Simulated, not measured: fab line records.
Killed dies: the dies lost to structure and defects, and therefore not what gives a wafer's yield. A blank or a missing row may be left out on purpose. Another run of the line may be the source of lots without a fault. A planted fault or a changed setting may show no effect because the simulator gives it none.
fab line records | flow n5Finfet
record: lots: 9 wafers: 26 lastDay: 19
route steps=1938 shown SD_ACTIVATION@330 ILD0@345 SDB@360 BEOL_M4@1111 PASSIVATION@1936
lots with no fault: from the same line, run without faults
startH: hours from the record's first day to the start of the lot's first wafer shown | waitH: hours from the lot's prior step to this one | " the same as in the row above | L1.1+2: several wafers, shown together as one row | - value missing, or start not given | * or withheld: withheld | < > ~ a bound
route shown NAME@n: a module of which the file shows steps, and the number in the route of the first | usual: mean/standard deviation of fault-free wafers | same: alike in all rows | chamber/n: place in a boat | sites: each site's reading | _std_site: the standard deviation of these | _edge_site: inner sites' mean taken away from outer sites' mean | radiusMm: for every site, how far away it sits from the centre of the wafer | mask NAME#n: copy n | behind: the most recent tool/chamber to have shaped the wafer | hold: cause of the lot's hold/its duration in hours/its outcome | device: which transistor (n, p or np) failed to switch | end of line: tests run on the same wafers once the route is complete | a step without rows: its recipe alone | killed: dies lost to structure and defects at the first sort, not the wafer's yield | map: a wafer's dies, marking killed ones x, the rest . and places with no die _
set.NAME: the setting the step ran with; set.NAME@STEP: the setting that earlier step ran with | model.NAME: the simulator's own value behind a step, which no gauge read
route steps across a sampled set of lots; one table per step, one row per wafer
services: from which hour (startH, from the record's first day; less than 0 if before it) a tool's chamber was out of use, for how many hours, and why
== steps ==
step: N5_SD_ACTIVATION_RTA_00
recipe: tempC: 975 timeS: 0 ambient: N2 idleTempC: 600 rampUpCPerS: 150 rampDownCPerS: 60 coolToC: 600
usual: lampPowerPct: 8.96/0.054 wafer_temp_C_max: 975.2/1.9
columns lot.wafer tool chamber startH waitH lampPowerPct wafer_temp_C_max
L148.1 rtpAnneal-02 0 83.00 0.0 8.94 972.9
L148.4 " 0 " " 8.98 973.9
L148.6 " 0 " " 8.94 972.2
L150.1 rtpAnneal-02 0 96.19 0.0 8.96 972.0
L150.3 " 0 " " 8.95 973.0
L150.5 " 0 " " 9.04 974.0
L151.2 rtpAnneal-02 0 100.05 0.1 9.04 979.5
L151.5 " 0 " " 8.88 975.3
L151.6 " 0 " " 8.99 976.3
L152.2 rtpAnneal-01 0 107.30 0.1 8.91 974.5
L152.3 " 0 " " 8.99 975.3
L152.5 " 0 " " 9.02 977.5
L155.2 rtpAnneal-01 0 123.99 0.2 9.06 978.4
L155.3 " 0 " " 8.96 973.3
L155.4 " 0 " " 8.98 977.8
L159.3 rtpAnneal-02 0 149.27 0.2 8.99 978.0
L159.5 " 0 " " 8.94 976.4
L161.1 rtpAnneal-01 0 161.48 0.1 8.93 975.1
L161.3 " 0 " " 8.84 974.5
L161.6 " 0 " " 8.95 978.5
L164.1 rtpAnneal-01 0 183.66 0.1 8.96 976.8
L164.2 " 0 " " 8.98 972.6
L164.3 " 0 " " 9.07 972.1
L165.4 rtpAnneal-01 0 189.77 0.1 9.03 971.8
L165.5 " 0 " " 8.92 975.2
L165.6 " 0 " " 9.03 975.5
step: N5_ILD0_THK_MEAS_13
usual: thkNm: 17.8/0.96
columns lot.wafer tool chamber startH waitH thkNm
L148.1 filmMetro-02 - 90.27 - 17.7
L148.4 " - " " 17.6
L148.6 " - " " 16.9
L150.1 filmMetro-02 - 103.45 - 17.8
L150.3 " - " " 17.5
L150.5 " - " " 16.0
L151.2 filmMetro-01 - 107.89 - 19.0
L151.5 " - " " 18.4
L151.6 " - " " 19.2
L152.2 filmMetro-02 - 114.23 - 20.3
L152.3 " - " " 18.9
L152.5 " - " " 18.3
L155.2 filmMetro-01 - 131.18 - 18.1
L155.3 " - " " 16.9
L155.4 " - " " 17.4
L159.3 filmMetro-02 - 156.22 - 18.3
L159.5 " - " " 17.9
L161.1 filmMetro-01 - 168.85 - 18.7
L161.3 " - " " 17.4
L161.6 " - " " 17.9
L164.1 filmMetro-01 - 191.04 - 17.3
L164.2 " - " " 18.5
L164.3 " - " " 17.6
L165.4 filmMetro-02 - 196.93 - 17.6
L165.5 " - " " 18.1
L165.6 " - " " 18.0
step: N5_SDB_ETCH_17
recipe: chemistry: CF4 target: SiARC targetDepthA: 234 maskMaterial: CAR-ArF timeS: 39 ionEnergyEv: 80 pressureMtorr: 40 sourceW: 545 biasW: 36 Ar_flow_sccm: 100 cf4FlowSccm: 100 ends: cleared
usual: drypumpMotorCurrentA: 5.8/0.51 etchRfOnTimeS: 39.0/0.49 oesProductAu: 0.66/0.064 rfFwdPowerW: 535/3.1 rfVppV: 184.2/0.97 showerheadPlenumPTorr: 2.16/0.05 throttleValvePct: 15.70/0.16
columns lot.wafer tool chamber startH waitH drypumpMotorCurrentA etchRfOnTimeS oesProductAu rfFwdPowerW rfHoursCounterH rfVppV showerheadPlenumPTorr throttleValvePct
L148.1 rieDiel-04 3 90.78 0.0 5.5 40.0 0.57 535 247 182.9 2.20 15.90
L148.4 " 0 " " 6.2 39.8 0.59 533 225 185.3 2.20 15.76
L148.6 " 2 " " 5.5 39.7 0.63 538 - 185.0 2.15 15.84
L150.1 rieDiel-05 2 103.96 0.0 6.0 39.1 0.63 537 178 184.0 2.21 15.88
L150.3 " 1 " " 6.6 39.0 0.68 537 119 184.8 2.15 15.43
L150.5 " 0 " " 5.7 39.5 0.72 529 - 184.6 2.26 15.63
L151.2 rieDiel-01 2 108.53 0.0 5.0 39.6 0.61 531 217 184.8 2.20 15.61
L151.5 " 0 " " 6.5 39.4 0.77 536 - 183.8 2.10 15.43
L151.6 " 3 " " 5.2 38.3 0.68 532 - 184.2 2.15 15.80
L152.2 rieDiel-01 3 114.86 0.0 5.1 38.3 0.69 531 102 184.2 2.15 15.81
L152.3 " 0 " " 6.5 38.6 0.78 533 28 184.8 2.10 15.43
L152.5 " 1 " " 5.6 38.9 0.66 538 - 183.9 2.15 15.75
L155.2 rieDiel-01 2 131.82 0.0 5.0 39.6 0.60 533 226 184.2 2.20 15.61
L155.3 " 0 " " 6.5 70.1 0.60 - 34 184.0 2.10 15.42
L155.4 " 1 " " 5.6 38.6 0.67 539 150 182.8 2.14 15.74
L159.3 rieDiel-01 1 156.73 0.0 5.6 68.2 0.51 - 162 185.4 2.14 15.77
L159.5 " 1 " " 5.6 38.5 0.66 537 - 182.9 2.14 15.77
L161.1 rieDiel-01 2 169.36 0.0 5.0 39.6 0.59 534 240 184.2 2.20 15.67
L161.3 " 0 " " 6.5 69.6 0.57 - 49 182.7 2.09 15.48
L161.6 " 3 " " 5.2 68.3 0.52 - - 185.2 2.15 15.83
L164.1 rieDiel-05 1 191.67 0.0 6.6 39.1 0.66 537 142 183.9 2.14 15.49
L164.2 " 0 " " 5.7 39.7 0.69 533 77 184.8 2.25 15.67
L164.3 " 2 " " 6.0 39.3 0.62 535 198 184.9 2.20 15.92
L165.4 rieDiel-05 1 197.44 0.0 6.6 38.8 0.66 536 143 184.3 2.14 15.50
L165.5 " 2 " " 6.0 39.0 0.63 539 - 186.5 2.20 15.93
L165.6 " 3 " " 6.0 38.7 0.69 535 - 183.3 2.07 15.78
step: N5_SDB_ETCH_25
recipe: chemistry: C4F6/O2 target: SiO2 targetDepthA: 100 timeS: 3.3 ionEnergyEv: 250 maskMaterial: SiNx pressureMtorr: 30 sourceW: 345 biasW: 185 Ar_flow_sccm: 300 C4F6_flow_sccm: 10 O2_flow_sccm: 10
usual: drypumpMotorCurrentA: 5.8/0.5 oesProductAu: 0.78/0.079 rfFwdPowerW: 342.7/1.3 rfVppV: 667/7.3 showerheadPlenumPTorr: 2.87/0.064 throttleValvePct: 21.28/0.15
columns lot.wafer tool chamber startH waitH drypumpMotorCurrentA oesProductAu rfFwdPowerW rfHoursCounterH rfVppV showerheadPlenumPTorr throttleValvePct
L148.1 rieDiel-04 1 91.28 0.0 6.3 0.69 340.6 227 667 2.81 21.31
L148.4 " 2 " " 5.5 0.73 341.3 150 663 2.86 21.49
L148.6 " 2 " " 5.5 0.73 342.7 - 663 2.86 21.48
L150.1 rieDiel-04 2 104.46 0.0 5.5 0.74 344.1 153 664 2.86 21.47
L150.3 " 1 " " 6.2 0.69 340.5 229 666 2.81 21.32
L150.5 " 2 " " 5.5 0.73 345.8 - 663 2.86 21.48
L151.2 rieDiel-04 0 109.07 0.1 6.2 0.68 341.6 230 674 2.92 21.27
L151.5 " 1 " " 6.2 0.69 342.3 - 668 2.81 21.31
L151.6 " 0 " " 6.2 0.68 342.1 - 676 2.92 21.25
L152.2 rieDiel-01 0 115.57 0.2 6.5 0.90 343.9 29 670 2.80 21.11
L152.3 " 2 " " 5.0 0.71 342.8 220 681 2.93 21.13
L152.5 " 2 " " 5.0 0.71 341.3 - 683 2.93 21.12
L155.2 rieDiel-01 3 133.03 0.7 5.2 0.78 339.7 109 657 2.86 21.42
L155.3 " 2 " " 5.0 0.69 342.9 226 682 2.93 21.12
L155.4 " 0 " " 6.5 0.88 344.9 35 671 2.80 21.12
L159.3 rieDiel-01 3 157.31 0.0 5.2 0.78 342.4 119 656 2.86 21.47
L159.5 " 1 " " 5.7 0.77 345.4 - 661 2.84 21.36
L161.1 rieDiel-01 0 169.95 0.0 6.4 0.86 346.0 49 673 2.79 21.13
L161.3 " 2 " " 5.0 0.69 341.1 240 682 2.92 21.15
L161.6 " 0 " " 6.5 0.87 344.4 - 671 2.79 21.14
L164.1 rieDiel-05 2 199.59 0.3 6.1 0.72 343.7 201 667 2.93 21.46
L164.2 " 0 " " 5.7 0.81 343.5 80 672 3.00 21.30
L164.3 " 1 " " 6.6 0.78 342.5 144 659 2.85 21.02
L165.4 rieDiel-05 3 199.82 0.0 5.9 0.80 344.7 97 660 2.76 21.39
L165.5 " 1 " " 6.6 0.77 342.9 - 661 2.85 21.06
L165.6 " 2 " " 6.0 0.73 343.7 - 666 2.93 21.46
step: N5_BEOL_M4_RC_MEAS_101
usual: DIBL_N: 36.6/1.3 DIBL_P: 36.4/1.4 IOFF_N: 0.167/0.023 IOFF_P: 0.219/0.029 ION_N: 678/8.7 ION_P: 464/6.4 SS_N: 71.5/0.53 SS_P: 73.4/0.57 VT_N: 248.5/2.8 VT_P: -249/3.1
columns lot.wafer tool chamber startH waitH DIBL_N[mV/V] DIBL_P[mV/V] IOFF_N[nA/um] IOFF_P[nA/um] ION_N[uA/um] ION_P[uA/um] SS_N[mV/dec] SS_P[mV/dec] VT_N[mV] VT_P[mV]
L148.1 prober-02 0 202.92 0.0 37.2 36.1 0.166 0.233 688 471 71.8 73.2 247.2 -245
L148.4 " 0 " " 37.2 35.8 0.158 0.233 691 470 71.2 73.9 246.0 -245
L148.6 " 0 " " 39.4 38.8 0.219 0.279 702 477 71.9 74.0 242.7 -246
L150.1 prober-02 0 226.52 0.0 39.2 38.2 0.191 0.240 684 465 72.3 73.7 248.0 -246
L150.3 " 0 " " 37.6 36.8 0.175 0.219 681 464 72.0 72.9 247.0 -248
L150.5 " 0 " " 38.4 37.3 0.176 0.224 684 466 72.6 73.1 248.2 -246
L151.2 prober-01 0 233.17 0.2 36.8 37.2 0.144 0.192 676 460 71.5 73.0 251.5 -252
L151.5 " 0 " " 36.2 36.7 0.149 0.185 678 460 71.3 73.2 251.0 -256
L151.6 " 0 " " 35.3 35.4 0.128 0.163 675 452 71.1 72.7 253.6 -255
L152.2 prober-02 0 254.80 0.2 35.0 34.1 0.133 0.192 666 462 70.6 72.9 252.4 -249
L152.3 " 0 " " 37.0 36.9 0.166 0.239 681 471 71.8 73.5 247.1 -247
L152.5 " 0 " " 37.8 37.1 0.169 0.238 669 459 71.9 73.4 250.5 -246
L155.2 prober-01 0 254.85 0.2 34.9 36.0 0.157 0.243 675 467 71.3 73.4 252.5 -242
L155.3 " 0 " " 34.1 34.6 0.154 0.216 678 468 71.1 72.9 248.4 -246
L155.4 " 0 " " 34.5 35.8 0.158 0.238 681 472 71.1 73.4 249.7 -247
L159.3 prober-02 0 296.99 0.3 38.8 38.8 0.219 0.290 681 468 72.3 75.0 245.4 -244
L159.5 " 0 " " 37.2 35.9 0.182 0.238 669 459 72.7 73.2 246.7 -246
L164.1 prober-01 0 334.52 0.0 39.3 37.6 0.193 0.207 689 461 71.7 74.3 245.8 -252
L164.2 " 0 " " 37.9 37.0 0.165 0.200 679 466 71.7 73.7 249.2 -253
L164.3 " 0 " " 37.2 36.2 0.149 0.180 672 456 71.6 73.5 252.1 -255
L161.1 prober-02 0 334.87 0.0 35.9 35.8 0.145 0.185 671 463 70.8 72.9 248.9 -254
L161.3 " 0 " " 37.9 39.4 0.187 0.237 676 460 71.9 74.0 245.3 -249
L161.6 " 0 " " 36.3 36.2 0.144 0.190 673 460 71.6 73.7 253.4 -252
L165.4 prober-01 0 351.61 0.5 37.1 39.1 0.171 0.247 674 463 72.1 73.3 249.8 -248
L165.5 " 0 " " 37.7 38.4 0.176 0.233 675 465 72.4 73.7 250.0 -248
L165.6 " 0 " " 36.9 38.3 0.168 0.222 678 466 71.7 73.8 252.3 -251
step: N5_PASSIVATION_PROBE_49
usual: defectLimitedYield: 91.6/1.6 killed_at_M0_to_M3: 32/9.7 killed_at_M4_up: 13/4.4 killedAtContacts: 12/6.5 killedAtFrontEnd: 38/12 killedAtOther: 3.7/3 killedDies: 99/18 killedOpen: 66/14 killedShort: 32/7.5 sort_bin_5_function: 4.9/1 sort_bin_6_memory: 3.2/0.73 sortNPass: 1081/18 sortYieldPct: 91.6/1.6
same: grossDies: 1180 killedAtBackSide: 0 sort_bin_4_leakage[%]: 0 sort_bin_8_speed[%]: 0
columns lot.wafer tool chamber startH waitH defectLimitedYield[%] killed_at_M0_to_M3 killed_at_M4_up killedAtContacts killedAtFrontEnd killedAtOther killedDies killedOpen killedShort sort_bin_5_function[%] sort_bin_6_memory[%] sortNPass sortYieldPct[%]
L148.1 prober-02 - 319.25 0.0 91.9 34 8 12 41 1 96 66 30 4.8 3.2 1084 91.9
L148.4 prober-02 - 319.40 0.2 89.1 40 13 15 60 1 129 82 47 6.9 3.8 1051 89.1
L148.6 prober-02 - 319.50 0.3 92.4 17 10 14 47 2 90 59 31 5.3 2.2 1090 92.4
L155.2 prober-01 - 353.45 0.1 93.1 31 8 6 32 4 81 53 28 4.2 2.5 1099 93.1
L155.3 prober-01 - 353.50 0.1 92.2 45 11 2 25 9 92 59 33 3.7 3.8 1088 92.2
L155.4 prober-01 - 353.55 0.2 92.9 38 3 6 27 10 84 56 28 3.8 2.5 1096 92.9
L164.1 prober-02 - 449.64 0.0 93.8 15 8 11 39 0 73 46 24 4.3 1.5 1107 93.8
L164.2 prober-02 - 449.69 0.1 93.1 23 9 5 43 1 81 55 23 4.0 2.6 1099 93.1
L164.3 prober-02 - 449.74 0.1 95.0 18 8 5 27 1 59 37 20 2.8 1.9 1121 95.0
killed by level:class
L148.1 BEOL_M1:geometricParticle:open=11 BEOL_M3:geometricParticle:open=11 DUMMY_GATE:geometricParticle:open=8 MOL_CONTACT_COAG:geometricParticle:open=8 FIN_SAQP:geometricParticle:open=5 FIN_SAQP:geometricParticle:short=5 ILD0:geometricParticle:short=5 GATE_CUT:geometricParticle:short=5
L148.4 DUMMY_GATE:geometricParticle:open=14 BEOL_M2:geometricParticle:open=13 MOL_CONTACT_COAG:geometricParticle:open=11 BEOL_M1:geometricParticle:open=11 GATE_CUT:geometricParticle:short=10 FIN_SAQP:geometricParticle:short=8 STI_FIN_REVEAL:geometricParticle:open=6 FIN_SAQP:geometricParticle:open=5
L148.6 STI_FIN_REVEAL:geometricParticle:open=10 MOL_CONTACT_COAG:geometricParticle:open=10 DUMMY_GATE:geometricParticle:open=6 GATE_CUT:geometricParticle:short=6 GATE_CUT:geometricParticle:open=5 STARTING-WAFER:geometricParticle:short=4 MOL_CONTACT_COAG:geometricParticle:short=4 BEOL_M0_SAQP:geometricParticle:short=4
L155.2 BEOL_M1:geometricParticle:open=10 GATE_CUT:geometricParticle:short=6 MOL_CONTACT_COAG:geometricParticle:open=6 FIN_SAQP:geometricParticle:open=5 BEOL_M0_SAQP:geometricParticle:short=5 BEOL_M2:geometricParticle:open=5 DUMMY_GATE:geometricParticle:open=4 BEOL_M0_SAQP:geometricParticle:open=4
L155.3 BEOL_M1:geometricParticle:open=15 BEOL_M0_SAQP:geometricParticle:short=5 BEOL_M1:geometricParticle:short=4 STI_FIN_REVEAL:geometricParticle:open=4 ILD0:geometricParticle:short=4 BEOL_M0_SAQP:geometricParticle:open=4 BEOL_M2:geometricParticle:short=4 BEOL_M2:geometricParticle:open=4
L155.4 BEOL_M1:geometricParticle:open=12 MOL_CONTACT_COAG:geometricParticle:open=6 BEOL_M0:geometricParticle:open=6 FIN_SAQP:geometricParticle:open=5 BEOL_M2:geometricParticle:open=5 FIN_SAQP:geometricParticle:short=4 DUMMY_GATE:geometricParticle:open=4 BEOL_M0_SAQP:geometricParticle:short=4
L164.1 STI_FIN_REVEAL:geometricParticle:open=12 MOL_CONTACT_COAG:geometricParticle:open=8 FIN_SAQP:geometricParticle:open=6 BEOL_M2:geometricParticle:open=5 DUMMY_GATE:geometricParticle:open=4 GATE_CUT:geometricParticle:short=4 FIN_SAQP:geometricParticle:short=3 BEOL_M0_SAQP:geometricParticle:short=3
L164.2 FIN_SAQP:geometricParticle:open=12 BEOL_M0_SAQP:geometricParticle:short=10 BEOL_M0_SAQP:geometricParticle:open=9 STI_FIN_REVEAL:geometricParticle:open=7 MOL_CONTACT_COAG:geometricParticle:open=5 DUMMY_GATE:geometricParticle:short=4 GATE_CUT:geometricParticle:open=4 FIN_SAQP:geometricParticle:short=3
L164.3 DUMMY_GATE:geometricParticle:open=6 FIN_SAQP:geometricParticle:short=5 MOL_CONTACT_COAG:geometricParticle:open=4 BEOL_M0_SAQP:geometricParticle:open=3 BEOL_M0_SAQP:geometricParticle:short=3 BEOL_M3:geometricParticle:open=3 STARTING-WAFER:geometricParticle:short=3 FIN_SAQP:geometricParticle:open=2
== services ==
columns tool chamber startH hours kind
rieDiel-04 1 61.26 8.9 repair
rieDiel-04 3 101.78 - clean
rieDiel-04 3 101.78 - consumableReplace:focusRing
rieDiel-04 3 101.78 28.4 scheduledDown
rieDiel-04 3 101.78 28.4 ventCycle
rieDiel-04 - 119.54 2.3 repair
rieDiel-05 - 132.88 14.6 pm
rieDiel-04 0 160.67 - clean
rieDiel-04 0 160.67 - consumableReplace:focusRing
rieDiel-04 0 160.67 25.2 scheduledDown
rieDiel-04 0 160.67 25.2 ventCycle
rieDiel-05 1 173.90 8.8 repair
rieDiel-04 1 176.16 8.1 repair
rieDiel-01 0 182.28 1.9 repair
rieDiel-04 1 185.89 - clean
rieDiel-04 1 185.89 - consumableReplace:focusRing
rieDiel-04 1 185.89 27.9 scheduledDown
rieDiel-04 1 185.89 27.9 ventCycle
rieDiel-01 2 190.80 1.6 repair
== key ==
firstSign: step: N5_SDB_ETCH_17 reading: etchRfOnTimeS direction: up sigmas: 61 usual: * struck: *
effect: step: N5_SDB_ETCH_17 reading: oesProductAu direction: down sigmas: 1.8 usual: 0.66 struck: 0.55
metAt N5_SDB_ETCH_17
struckLots L155,L159,L161
struckWafers L155.3,L159.3,L161.3,L161.6
notActingAt N5_SD_ACTIVATION_RTA_00,N5_ILD0_THK_MEAS_13,N5_SDB_ETCH_25
onsetBetween 114.86 131.82
fault: kind: processParameterDrift tool: rieDiel-01 chamber: - onsetH: 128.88 steps: N5_SDB_ETCH_17 channel: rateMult offset: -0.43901 shape: step endH: 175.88 scope: struckWafersOnly
